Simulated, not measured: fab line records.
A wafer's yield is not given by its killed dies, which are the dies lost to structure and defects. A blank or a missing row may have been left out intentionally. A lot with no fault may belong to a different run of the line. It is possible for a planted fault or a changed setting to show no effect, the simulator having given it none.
Chamber matching / flow n5Finfet / pecvd-01 running N5_BEOL_M5_ILD_DEP_00: 3 sister chambers
The step deposits SiCOH lowk from DEMS/porogen, target thk 140.64 nm, time 25.9 s. 16 wafers are shown with their chamber, then 8 later ones without.

== WAFERS WITH THEIR CHAMBER ==
wafer=L520.3; chamber=2; throttleValvePct (%)=13.2; showerheadPlenumPTorr (Torr)=5.725; chamberPressureTorr (Torr)=4.985
wafer=L520.5; chamber=1; throttleValvePct (%)=15.5; showerheadPlenumPTorr (Torr)=5.752; chamberPressureTorr (Torr)=5.009
wafer=L520.6; chamber=0; throttleValvePct (%)=13.7; showerheadPlenumPTorr (Torr)=5.755; chamberPressureTorr (Torr)=5.009
wafer=L523.1; chamber=2; throttleValvePct (%)=13.5; showerheadPlenumPTorr (Torr)=5.709; chamberPressureTorr (Torr)=5.016
wafer=L523.4; chamber=1; throttleValvePct (%)=15.6; showerheadPlenumPTorr (Torr)=5.721; chamberPressureTorr (Torr)=5.000
wafer=L523.5; chamber=0; throttleValvePct (%)=13.9; showerheadPlenumPTorr (Torr)=5.742; chamberPressureTorr (Torr)=4.995
wafer=L524.3; chamber=1; throttleValvePct (%)=15.7; showerheadPlenumPTorr (Torr)=5.740; chamberPressureTorr (Torr)=5.015
wafer=L524.4; chamber=0; throttleValvePct (%)=14.0; showerheadPlenumPTorr (Torr)=5.735; chamberPressureTorr (Torr)=5.007
wafer=L524.5; chamber=1; throttleValvePct (%)=15.8; showerheadPlenumPTorr (Torr)=5.743; chamberPressureTorr (Torr)=5.007
wafer=L527.2; chamber=2; throttleValvePct (%)=13.3; showerheadPlenumPTorr (Torr)=5.725; chamberPressureTorr (Torr)=4.998
wafer=L527.4; chamber=0; throttleValvePct (%)=14.0; showerheadPlenumPTorr (Torr)=5.721; chamberPressureTorr (Torr)=5.013
wafer=L527.6; chamber=1; throttleValvePct (%)=15.5; showerheadPlenumPTorr (Torr)=5.723; chamberPressureTorr (Torr)=5.002
wafer=L528.1; chamber=2; throttleValvePct (%)=13.2; showerheadPlenumPTorr (Torr)=5.725; chamberPressureTorr (Torr)=4.987
wafer=L528.3; chamber=1; throttleValvePct (%)=15.5; showerheadPlenumPTorr (Torr)=5.747; chamberPressureTorr (Torr)=4.995
wafer=L528.5; chamber=2; throttleValvePct (%)=13.4; showerheadPlenumPTorr (Torr)=5.731; chamberPressureTorr (Torr)=5.009
wafer=L530.3; chamber=2; throttleValvePct (%)=13.8; showerheadPlenumPTorr (Torr)=5.729; chamberPressureTorr (Torr)=5.003

SIGNATURES (means of the wafers above)
reading=throttleValvePct; chamber 0=13.900; chamber 1=15.600; chamber 2=13.400; scatter within a chamber=0.175
reading=showerheadPlenumPTorr; chamber 0=5.73825; chamber 1=5.73767; chamber 2=5.72400; scatter within a chamber=0.0115
reading=chamberPressureTorr; chamber 0=5.00600; chamber 1=5.00467; chamber 2=4.99967; scatter within a chamber=0.00951
Rule: a wafer lies at a distance from a chamber equal to the root of the sum of squares, over the readings, of (its reading less the chamber's mean, divided by the reading's scatter). The wafer belongs to the nearest chamber; if the next one is less than 2 further off, it can't be placed. The scatter: take each reading less its chamber's mean, square it, sum over the shown wafers, divide by the number of wafers less the number of chambers, and take the root.

== WAFERS WITH NO CHAMBER GIVEN ==
wafer=L530.5; throttleValvePct (%)=13.9; showerheadPlenumPTorr (Torr)=5.750; chamberPressureTorr (Torr)=5.005
wafer=L530.6; throttleValvePct (%)=15.5; showerheadPlenumPTorr (Torr)=5.733; chamberPressureTorr (Torr)=4.982
wafer=L538.3; throttleValvePct (%)=13.6; showerheadPlenumPTorr (Torr)=5.739; chamberPressureTorr (Torr)=5.005
wafer=L538.4; throttleValvePct (%)=15.5; showerheadPlenumPTorr (Torr)=5.752; chamberPressureTorr (Torr)=5.016
wafer=L538.6; throttleValvePct (%)=13.9; showerheadPlenumPTorr (Torr)=5.745; chamberPressureTorr (Torr)=5.018
wafer=L540.2; throttleValvePct (%)=14.2; showerheadPlenumPTorr (Torr)=5.750; chamberPressureTorr (Torr)=5.003
wafer=L540.3; throttleValvePct (%)=13.1; showerheadPlenumPTorr (Torr)=5.715; chamberPressureTorr (Torr)=4.995
wafer=L540.5; throttleValvePct (%)=13.9; showerheadPlenumPTorr (Torr)=5.744; chamberPressureTorr (Torr)=4.986

== EACH ONE'S CHAMBER ==
wafer=L530.5; from the rows above=0; in truth=0
wafer=L530.6; from the rows above=1; in truth=1
wafer=L538.3; from the rows above=can't be placed: 0 or 2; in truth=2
wafer=L538.4; from the rows above=1; in truth=1
wafer=L538.6; from the rows above=0; in truth=0
wafer=L540.2; from the rows above=0; in truth=0
wafer=L540.3; from the rows above=2; in truth=2
wafer=L540.5; from the rows above=can't be placed: 0 or 2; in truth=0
6 of 8 placed correctly. Unplaceable from these rows: 2, with the true chamber sitting among the candidates in 2. Wrongly placed: 0.
